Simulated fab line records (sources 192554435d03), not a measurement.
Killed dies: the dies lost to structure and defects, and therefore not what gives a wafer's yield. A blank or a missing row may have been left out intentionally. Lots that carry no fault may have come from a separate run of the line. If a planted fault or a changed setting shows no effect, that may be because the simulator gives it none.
Chamber matching | flow n5-finfet | N5_BEOL_M6_CURE_75 on uv-cure-03 has 3 sister chambers
The step cures SiCOH lowk, time 120 s. 6 wafers are shown with their chamber, then 8 later ones without.

WAFERS WITH THEIR CHAMBER
wafer  | chamber | wafer_temp_C_max | lamp-power-pct (%)
L080.5 | 2       | 371.2            | 52.37
L088.3 | 0       | 371.1            | 52.33
L088.5 | 0       | 370.9            | 52.36
L090.3 | 1       | 372.8            | 52.26
L090.4 | 1       | 372.7            | 52.35
L094.3 | 2       | 371.4            | 52.23

WAFERS MISSING THEIR CHAMBER
wafer  | wafer_temp_C_max | lamp-power-pct (%)
L094.4 | 371.5            | 52.45
L094.5 | 371.0            | 52.29
L095.1 | 371.5            | 52.32
L095.2 | 371.9            | 52.27
L095.6 | 371.3            | 52.34
L097.1 | 371.5            | 52.29
L097.2 | 372.0            | 52.36
L097.5 | 371.5            | 52.41

THE CHAMBER EACH PASSED THROUGH
wafer  | from the rows above     | in truth
L094.4 | can't be placed: 2 or 0 | 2
L094.5 | can't be placed: 0 or 2 | 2
L095.1 | 2                       | 2
L095.2 | 2                       | 2
L095.6 | can't be placed: 2 or 0 | 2
L097.1 | 2                       | 2
L097.2 | can't be placed: 2 or 1 | 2
L097.5 | can't be placed: 2 or 0 | 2
Correctly placed: 3 of 8. Cannot be placed on the basis of these rows: 5; the candidates contain the true chamber in 5. Placed wrongly: 0.
How it was worked out, from the rows above alone: a wafer's distance from a chamber is the root of the sum, over the readings, of the square of ((its reading less the chamber's mean) divided by the reading's scatter). If the next closest chamber is less than 2 further off than the closest, the wafer can't be placed; otherwise it belongs to the closest. The mean given for a chamber averages the wafers shown for that chamber. The scatter is the square root of a quotient: the sum, over the shown wafers, of each reading's squared deviation from its chamber's mean, divided by wafers minus chambers.
